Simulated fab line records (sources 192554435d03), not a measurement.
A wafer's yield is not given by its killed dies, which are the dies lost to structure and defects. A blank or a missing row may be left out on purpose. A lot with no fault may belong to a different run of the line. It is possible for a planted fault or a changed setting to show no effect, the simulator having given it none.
Which tool did it? ; flow n5Finfet ; 14 lots, 41 wafers sampled, at 7 steps of a route of 1938

WHAT THE GAUGES SHOWED, per wafer
N5_SD_EPI_P_EPI_MEAS_23.
lot;measured;on;thkNm (nm)
L210;day 3 08:46;filmMetro-01;61.4 60.6 63.3
L211;day 3 18:09;filmMetro-01;59.8 59.2 60.8
L212;day 4 01:21;filmMetro-01;60.0 60.9 61.2
L215;day 4 15:28;filmMetro-01;72.4 75.3 74.6
L217;day 5 09:17;filmMetro-02;76.4 77.0 76.7
L224;day 7 02:53;filmMetro-01;61.8 63.0 61.0
L225;day 7 06:53;filmMetro-02;60.7 62.0 60.7
L227;day 7 16:16;filmMetro-01;60.0 61.7 60.5
L228;day 8 01:13;filmMetro-02;62.5 61.9 61.7
L229;day 8 05:25;filmMetro-01;60.1 60.2 59.4
L230;day 8 10:03;filmMetro-01;62.8 62.8 61.1
L231;day 8 18:33;filmMetro-01;59.7 62.1 60.4
L232;day 8 22:31;filmMetro-01;63.5 62.8 62.0
L233;day 9 08:16;filmMetro-02;61.6 62.5

N5_SD_ACTIVATION_RS_MEAS_03: measures by four-point-probe.
lot;measured;on;RS_SD_N (ohm/sq);RS_SD_P (ohm/sq)
L210;day 3 09:24;filmMetro-01;21.98 21.52 21.84;56.3 56.1 55.7
L211;day 3 18:49;filmMetro-01;21.49 21.53 21.38;56.5 57.6 56.6
L212;day 4 01:57;filmMetro-01;21.95 21.61 21.83;55.8 55.6 55.1
L215;day 4 16:04;filmMetro-02;21.42 21.80 21.57;46.1 45.2 45.6
L217;day 5 10:01;filmMetro-01;22.24 22.35 22.78;45.1 45.0 45.2
L224;day 7 03:34;filmMetro-01;21.78 21.63 21.98;56.4 56.5 56.0
L225;day 7 07:30;filmMetro-01;22.51 22.02 21.85;54.9 54.9 55.2
L227;day 7 16:53;filmMetro-01;21.87 21.52 21.74;56.2 55.4 56.1
L228;day 8 01:53;filmMetro-02;21.93 22.22 22.10;54.9 55.3 55.3
L229;day 8 06:17;filmMetro-01;21.75 22.28 21.76;56.8 57.7 57.6
L230;day 8 10:43;filmMetro-01;21.98 21.61 21.86;54.7 54.6 54.7
L231;day 8 19:23;filmMetro-02;22.12 22.18 22.14;56.3 55.8 55.5
L232;day 8 23:10;filmMetro-01;21.36 21.72 21.64;55.9 56.1 55.6
L233;day 9 08:54;filmMetro-02;21.58 22.07;56.0 56.7

N5_BEOL_M4_RC_MEAS_101.
lot;measured;on;DIBL_N (mV/V);DIBL_P (mV/V);IOFF_N (nA/um);IOFF_P (nA/um);ION_N (uA/um);ION_P (uA/um);RS_SD_P (ohm/sq);SS_N (mV/dec);SS_P (mV/dec);VT_N (mV);VT_P (mV)
L210;day 8 12:22;prober-01;34.7 36.7 33.9;33.8 36.3 32.7;0.13 0.16 0.12;0.20 0.24 0.19;653 672 667;456 469 468;66.2 66.8 65.6;71.5 71.4 71.0;72.0 73.8 72.1;255 249 252;-250 -243 -246
L211;day 8 21:15;prober-02;34.6 33.6 33.5;36.4 35.3 35.5;0.13 0.13 0.13;0.19 0.17 0.18;652 660 652;449 452 447;66.3 68.2 67.3;71.9 71.7 72.0;73.2 73.2 73.0;254 253 254;-252 -253 -255
L212;day 8 21:51;prober-01;39.1 36.2 35.8;39.3 36.5 34.4;0.23 0.17 0.16;0.27 0.23 0.20;683 688 659;463 468 451;64.9 65.3 65.5;73.2 71.3 71.9;74.2 73.4 73.2;247 248 249;-246 -248 -248
L215;day 9 23:16;prober-02;41.4 38.8 39.2;41.8 39.1 39.6;0.26 0.19 0.20;0.33 0.27 0.27;697 673 690;476 466 477;53.8 53.4 54.0;72.5 73.0 72.9;75.0 74.2 75.1;245 247 248;-242 -245 -247
L217;day 10 07:52;prober-02;37.0 36.0 39.7;36.6 35.6 40.1;0.16 0.14 0.21;0.22 0.21 0.28;669 663 700;466 468 482;53.7 53.5 53.1;72.0 71.0 72.0;73.2 72.6 74.0;254 255 246;-248 -247 -245
L224;day 12 12:41;prober-01;34.6 38.4 39.2;35.0 39.2 41.3;0.12 0.19 0.21;0.17 0.25 0.28;659 686 685;452 464 466;65.0 66.0 64.7;70.8 71.7 72.1;72.6 74.5 73.9;257 248 247;-250 -249 -249
L225;day 12 11:42;prober-02;34.1 37.7 34.2;35.5 38.3 35.0;0.13 0.21 0.14;0.21 0.25 0.20;669 676 667;466 466 466;64.2 64.5 64.8;71.0 72.5 71.3;73.4 74.1 73.2;251 247 249;-248 -247 -252
L227;day 13 13:41;prober-02;36.5 40.5 36.9;36.2 40.6 37.0;0.14 0.22 0.14;0.20 0.27 0.22;670 674 665;456 460 464;66.1 65.0 65.6;71.0 72.4 71.9;73.2 74.5 74.0;250 246 253;-254 -248 -250
L228;day 12 21:49;prober-01;35.9 34.4 36.0;37.7 35.8 37.3;0.18 0.14 0.18;0.26 0.22 0.24;676 655 677;469 460 469;64.2 63.9 64.2;71.0 70.9 72.3;73.7 73.8 73.8;248 255 248;-244 -248 -247
L229;day 12 22:44;prober-01;33.0 32.5 35.2;31.1 31.6 35.9;0.10 0.10 0.14;0.15 0.15 0.21;653 643 668;454 447 456;65.9 67.5 67.9;71.0 70.5 71.3;71.9 72.3 73.8;258 259 250;-255 -253 -251
L230;day 13 18:57;prober-02;36.2 33.7 39.4;37.6 33.4 39.8;0.16 0.11 0.22;0.25 0.17 0.28;674 657 694;477 453 471;64.3 63.9 64.7;71.6 71.6 73.2;73.7 72.2 73.9;250 256 243;-247 -254 -246
L231;day 13 21:25;prober-01;36.4 39.7 34.3;36.3 40.5 32.5;0.17 0.26 0.13;0.25 0.34 0.18;678 698 672;473 475 460;66.5 64.9 65.4;72.1 72.2 70.5;73.6 74.3 72.5;251 242 251;-248 -244 -249
L232;day 13 20:39;prober-01;40.1 36.2 37.9;40.6 35.1 37.6;0.25 0.13 0.19;0.31 0.19 0.25;689 651 675;470 453 463;65.1 65.4 65.4;73.0 71.1 71.8;74.3 73.0 73.6;245 255 246;-242 -252 -246
L233;day 14 06:51;prober-02;37.1 34.0;38.2 34.5;0.17 0.12;0.21 0.16;685 675;470 460;65.1 65.0;71.1 70.8;74.5 73.5;253 252;-253 -258

WHICH TOOL RAN EACH LOT (tool, then ch and the chambers of the sampled wafers, then the start)
lot;N5_SD_EPI_N_SD_RECESS_17;N5_SD_EPI_P_ETCH_36;N5_SD_EPI_P_ETCH_16;N5_SD_EPI_P_EPI_21
L210;rieSi-06 ch 0,2,3, day 3 00:22;rieDiel-03 ch 0,1,3, day 3 04:25;rieDiel-03 ch 0,1,3, day 3 04:59;epiRpcvd-02 ch 0, day 3 06:48
L211;rieSi-06 ch 1,3, day 3 10:07;rieDiel-06 ch 1,2, day 3 13:48;rieDiel-06 ch 1,2, day 3 14:23;epiRpcvd-04 ch 0, day 3 15:14
L212;rieSi-05 ch 0,1,3, day 3 17:26;rieDiel-03 ch 0,1,3, day 3 21:50;rieDiel-03 ch 0,1,3, day 3 22:25;epiRpcvd-03 ch 0, day 3 23:09
L215;rieSi-01 ch 0,3, day 4 06:34;rieDiel-04 ch 0,1, day 4 11:06;rieDiel-04 ch 0,1, day 4 11:41;epiRpcvd-02 ch 0, day 4 12:33
L217;rieSi-01 ch 2,3, day 5 00:14;rieDiel-06 ch 2,3, day 5 04:55;rieDiel-06 ch 2,3, day 5 05:29;epiRpcvd-02 ch 0, day 5 07:18
L224;rieSi-06 ch 1,2,3, day 6 18:27;rieDiel-06 ch 0,1,2, day 6 23:22;rieDiel-06 ch 0,1,2, day 6 23:56;epiRpcvd-03 ch 0, day 7 00:40
L225;rieSi-05 ch 1,2, day 6 22:07;rieDiel-03 ch 0,2,3, day 7 02:32;rieDiel-03 ch 0,2,3, day 7 03:07;epiRpcvd-04 ch 0, day 7 03:58
L227;rieSi-06 ch 0,1,2, day 7 08:01;rieDiel-03 ch 0,1,2, day 7 12:46;rieDiel-03 ch 0,1,2, day 7 13:21;epiRpcvd-03 ch 0, day 7 14:05
L228;rieSi-01 ch 0,1,3, day 7 14:34;rieDiel-03 ch 0,1,3, day 7 19:44;rieDiel-03 ch 0,1,3, day 7 20:19;epiRpcvd-04 ch 0, day 7 21:20
L229;rieSi-01 ch 0,2,3, day 7 21:22;rieDiel-04 ch 0,2,3, day 8 01:54;rieDiel-04 ch 0,2,3, day 8 02:29;epiRpcvd-03 ch 0, day 8 03:13
L230;rieSi-01 ch 0,1,3, day 8 01:55;rieDiel-03 ch 0,3, day 8 05:42;rieDiel-03 ch 0,3, day 8 06:17;epiRpcvd-04 ch 0, day 8 08:05
L231;rieSi-06 ch 0,1,2, day 8 09:03;rieDiel-03 ch 0,1, day 8 13:05;rieDiel-03 ch 0,1, day 8 13:40;epiRpcvd-04 ch 0, day 8 15:19
L232;rieSi-05 ch 0,1, day 8 14:50;rieDiel-04 ch 2,3, day 8 19:01;rieDiel-04 ch 2,3, day 8 19:35;epiRpcvd-02 ch 0, day 8 21:02
L233;rieSi-06 ch 2, day 8 20:58;rieDiel-06 ch 0,1, day 9 02:47;rieDiel-06 ch 0,1, day 9 03:22;epiRpcvd-04 ch 0, day 9 05:01
- N5_SD_EPI_N_SD_RECESS_17: chemistry HBr/Cl2/O2, target depth 41 nm, time 23.7 s, bt time 3 s.
- N5_SD_EPI_P_ETCH_36: etches SiARC in CF4, target depth 45.5 nm, time 75.8 s.
- N5_SD_EPI_P_ETCH_16: etches SiO2 in CHF3/O2, target depth 5 nm.
- N5_SD_EPI_P_EPI_21: deposits SiGe:B, time 355 s.

WHAT THE TOOLS THEMSELVES READ (means of the sampled wafers that have a number; where no wafer has one, the mark that the record gives instead)
N5_SD_EPI_N_SD_RECESS_17.
lot;tool;drypumpMotorCurrentA (A);mfcCl2Sccm (sccm);oesProductAu (a.u.);throttleValvePct (%)
L210;rieSi-06;5.5;80.02;0.995;37.0
L211;rieSi-06;5.7;79.87;0.998;37.0
L212;rieSi-05;5.3;80.14;1.008;37.3
L215;rieSi-01;5.9;80.41;0.992;37.4
L217;rieSi-01;5.6;79.77;0.988;37.5
L224;rieSi-06;5.3;80.20;0.996;37.1
L225;rieSi-05;5.6;80.00;1.004;37.4
L227;rieSi-06;5.9;79.94;1.003;37.1
L228;rieSi-01;5.8;80.06;1.002;37.2
L229;rieSi-01;5.6;79.96;0.991;37.2
L230;rieSi-01;5.9;80.00;1.001;37.2
L231;rieSi-06;5.9;79.97;0.999;37.0
L232;rieSi-05;5.2;79.86;1.005;37.5
L233;rieSi-06;5.0;80.02;1.006;37.2

N5_SD_EPI_P_ETCH_36.
lot;tool;drypumpMotorCurrentA (A);etchRfOnTimeS (s);oesProductAu (a.u.);rfVppV (V);showerheadPlenumPTorr (Torr);throttleValvePct (%)
L210;rieDiel-03;5.6;76.1;0.69;184.2;2.12;15.77
L211;rieDiel-06;5.8;76.2;0.64;183.7;2.13;15.75
L212;rieDiel-03;5.6;77.7;0.68;183.3;2.12;15.78
L215;rieDiel-04;5.5;74.4;0.63;183.4;2.13;15.64
L217;rieDiel-06;6.1;75.9;0.73;185.2;2.17;15.52
L224;rieDiel-06;5.6;77.3;0.65;183.7;2.11;15.69
L225;rieDiel-03;5.6;77.6;0.65;184.0;2.15;15.72
L227;rieDiel-03;5.3;78.9;0.65;184.8;2.18;15.67
L228;rieDiel-03;5.6;76.6;0.72;183.9;2.20;15.68
L229;rieDiel-04;5.6;75.1;0.66;183.3;2.08;15.78
L230;rieDiel-03;5.5;76.6;0.66;184.2;2.16;15.78
L231;rieDiel-03;5.2;78.6;0.65;183.8;2.19;15.73
L232;rieDiel-04;5.3;76.5;0.69;182.5;2.07;15.67
L233;rieDiel-06;5.5;78.4;0.66;184.4;2.11;15.65

N5_SD_EPI_P_ETCH_16.
lot;tool;drypumpMotorCurrentA (A);oesProductAu (a.u.);rfVppV (V);showerheadPlenumPTorr (Torr);throttleValvePct (%)
L210;rieDiel-03;5.6;0.81;546;2.40;19.12
L211;rieDiel-06;5.8;0.76;547;2.39;18.96
L212;rieDiel-03;5.6;0.80;547;2.40;19.14
L215;rieDiel-04;5.5;0.74;508;2.40;18.90
L217;rieDiel-06;6.1;0.85;526;2.45;18.85
L224;rieDiel-06;5.6;0.76;532;2.36;18.88
L225;rieDiel-03;5.6;0.77;538;2.42;19.03
L227;rieDiel-03;5.3;0.77;552;2.45;18.98
L228;rieDiel-03;5.6;0.85;548;2.49;19.05
L229;rieDiel-04;5.6;0.76;504;2.34;19.06
L230;rieDiel-03;5.5;0.79;548;2.43;19.10
L231;rieDiel-03;5.2;0.78;565;2.46;19.06
L232;rieDiel-04;5.4;0.81;505;2.32;18.96
L233;rieDiel-06;5.5;0.78;542;2.35;18.83

N5_SD_EPI_P_EPI_21.
lot;tool;susceptorTempC (C)
L210;epiRpcvd-02;549.73
L211;epiRpcvd-04;550.32
L212;epiRpcvd-03;550.05
L215;epiRpcvd-02;550.09
L217;epiRpcvd-02;550.12
L224;epiRpcvd-03;549.87
L225;epiRpcvd-04;549.77
L227;epiRpcvd-03;550.15
L228;epiRpcvd-04;550.17
L229;epiRpcvd-03;549.96
L230;epiRpcvd-04;549.66
L231;epiRpcvd-04;549.76
L232;epiRpcvd-02;549.77
L233;epiRpcvd-04;550.04

THE ANSWER, worked out from the rows above alone
Rule: the usual values come from the lots themselves. The widest of any qualifying gaps counts: lots, ordered by their means at a reading, are off when they make up no more than a third of the lots, leave a main group of 4 or more, and stand apart from it by 3 or more times the standard deviation of that group's means. If all means in a main group match to the digits the tables above print for the reading, that group is not used. A lot without any number at a reading at which 4 lots or more have one is off too. Where the step has rows for the other lots, those lots are counted as sound. The gauges are gone through in route order, then the tools' own readings, and for those a lot's mean is taken as printed above. At the first step where some lot is off, the reading lying furthest off is the one used; lots without a number count as furthest.
Off, at N5_SD_EPI_P_EPI_MEAS_23 on thkNm: L215, L217. Mean 61.3 nm and standard deviation 0.89 in the main group.
A tool fits if, at a process step before that reading, it ran every lot that is off, and no sound lot after the first of them. Not tried: the gauges at N5_SD_EPI_P_EPI_MEAS_23; whatever is off there is also off at N5_BEOL_M4_RC_MEAS_101, on other tools, and gauge error can't account for it. None of those tried fits.

WHAT WAS PUT IN BY THE SIMULATOR
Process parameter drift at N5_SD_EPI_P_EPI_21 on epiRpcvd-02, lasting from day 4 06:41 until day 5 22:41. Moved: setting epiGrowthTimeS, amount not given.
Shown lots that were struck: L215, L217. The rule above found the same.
